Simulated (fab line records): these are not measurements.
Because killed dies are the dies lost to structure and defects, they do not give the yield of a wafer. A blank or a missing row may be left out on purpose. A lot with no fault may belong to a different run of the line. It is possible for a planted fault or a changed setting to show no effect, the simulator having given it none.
Lot-split experiment + flow n5-finfet + route with 1938 steps; 7 lots, 21 wafers read

## THE SPLIT
At N5_BEOL_M4_COAT_68 (time 60 s, resist thk 12 nm), the setting spin-rpm was moved away from the recipe's 1500 rpm on 9 of the 21 wafers read, by -4.8% to +9.9%. All remaining wafers had this setting at the recipe value.

## FROM THE SPLIT TO THE READING: what the file shows between them, 6 steps
- N5_BEOL_M4_EXPOSE_25: exposes mask V3, defocus 5 nm (also split here: dose-mj)
- N5_BEOL_M4_PEB_26: peb time 60 s
- N5_BEOL_M4_DEVELOP_27: develop time 30 s
- N5_BEOL_M4_CD_MEAS_28: target cd 26.2 nm, target cd y 24.1 nm
- N5_BEOL_M4_DESCUM_33: chemistry O2, time 7 s
- N5_BEOL_M4_ETCH_77: etches underlayer in N2/H2, target depth 6.5 nm, time 5.2 s

## THE READING
etch.depth-nm (the simulator's own value, which no gauge read), in nm, at N5_BEOL_M4_ETCH_69 (etches SiARC in CF4, target depth 15.6 nm, time 26 s). The file gives no usual value for it. Average 12.02 nm, standard deviation 0.034 nm, over the 12 wafers here run with the recipe.

| wafer  | tool, chamber at the split | spin-rpm as run, rpm | against the recipe | etch.depth-nm, nm | against lot-mates on the recipe |
|--------|----------------------------|----------------------|--------------------|-------------------|---------------------------------|
| L077.2 | litho-track-05, 0          | 1428                 | -4.8%              | 12.36             | +0.32                           |
| L077.3 | litho-track-05, 0          | 1500                 | recipe             | 12.06             | -                               |
| L077.4 | litho-track-05, 0          | 1500                 | recipe             | 12.02             | -                               |
| L082.1 | litho-track-03, 0          | 1561                 | +4.1%              | 11.7              | no lot-mate on the recipe       |
| L082.2 | litho-track-03, 0          | 1561                 | +4.1%              | 11.72             | no lot-mate on the recipe       |
| L082.3 | litho-track-03, 0          | 1561                 | +4.1%              | 11.76             | no lot-mate on the recipe       |
| L084.4 | litho-track-03, 0          | 1500                 | recipe             | 12.07             | -                               |
| L084.5 | litho-track-03, 0          | 1500                 | recipe             | 12.03             | -                               |
| L084.6 | litho-track-03, 0          | 1435                 | -4.3%              | 12.32             | +0.27                           |
| L083.1 | litho-track-05, 0          | 1578                 | +5.2%              | 11.74             | -0.31                           |
| L083.2 | litho-track-05, 0          | 1578                 | +5.2%              | 11.74             | -0.31                           |
| L083.6 | litho-track-05, 0          | 1500                 | recipe             | 12.05             | -                               |
| L085.1 | litho-track-02, 0          | 1500                 | recipe             | 12.02             | -                               |
| L085.5 | litho-track-02, 0          | 1500                 | recipe             | 12.02             | -                               |
| L085.3 | litho-track-02, 0          | 1500                 | recipe             | 12                | -                               |
| L087.1 | litho-track-03, 0          | 1648                 | +9.9%              | 11.45             | -0.53                           |
| L087.4 | litho-track-03, 0          | 1648                 | +9.9%              | 11.45             | -0.53                           |
| L087.5 | litho-track-03, 0          | 1500                 | recipe             | 11.98             | -                               |
| L096.3 | litho-track-03, 0          | 1500                 | recipe             | 11.95             | -                               |
| L096.4 | litho-track-03, 0          | 1500                 | recipe             | 11.99             | -                               |
| L096.5 | litho-track-03, 0          | 1500                 | recipe             | 11.99             | -                               |

THE FIT
A straight line over all 21 wafers: etch.depth-nm changes by -0.0609 nm for each +1% of spin-rpm; r = -0.99; the points scatter about the line by 0.04 nm.
The same after taking each lot's own level away (the mean of its wafers on the recipe; 18 wafers): -0.0568 nm for each +1%; r = -1.00; scatter 0.022 nm.
The reading moves by 0.56 nm for the largest change in spin-rpm, on that fit.
From 11.977 to 12.050 nm: that is the span of the lots' own levels, equal to 2.2 times the standard deviation above.
So the lot-to-lot level changes the slope little: the two slopes agree.
Check: with one of the wafers moved furthest among these (+9.9%) left out of the fit, the line predicts -0.568 nm for it against its lot-mates. Against them it came out at -0.53 nm.

## THE OTHER SPLITS THESE WAFERS WENT THROUGH
Other splits were also applied to these wafers ahead of the reading. Each is held against what the fit with the lots' levels taken away leaves over:
| other split on the same wafers | wafers away from the commonest value | r with etch.depth-nm (lot level and that fit taken away) |
|--------------------------------|--------------------------------------|----------------------------------------------------------|
| N5_BEOL_M2_ILD_DEP_00 time-s   | 7                                    | +0.07                                                    |
| N5_BEOL_M3_ILD_DEP_00 time-s   | 4                                    | +0.11                                                    |
| N5_BEOL_M4_EXPOSE_25 dose-mj   | 5                                    | +0.31                                                    |

## THE WHOLE CHAIN: every reading that the file lists as answering this split, in the file's order
| step               | what it does                                         | reading                                                                          | change (the file's fit)                | r (the file's) |
|--------------------|------------------------------------------------------|----------------------------------------------------------------------------------|----------------------------------------|----------------|
| N5_BEOL_M4_COAT_68 | time 60 s, resist thk 12 nm                          | SiARC_of_BEOL_M4_COAT_68.thk-nm (the simulator's own value, which no gauge read) | -0.0639 nm for each +1% of the setting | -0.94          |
| N5_BEOL_M4_ETCH_69 | etches SiARC in CF4, target depth 15.6 nm, time 26 s | etch.depth-nm (the simulator's own value, which no gauge read)                   | -0.0577 nm for each +1% of the setting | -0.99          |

## FILE'S OWN FIT
etch.depth-nm changes by -0.0577 nm for each +1% of spin-rpm, r = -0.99.
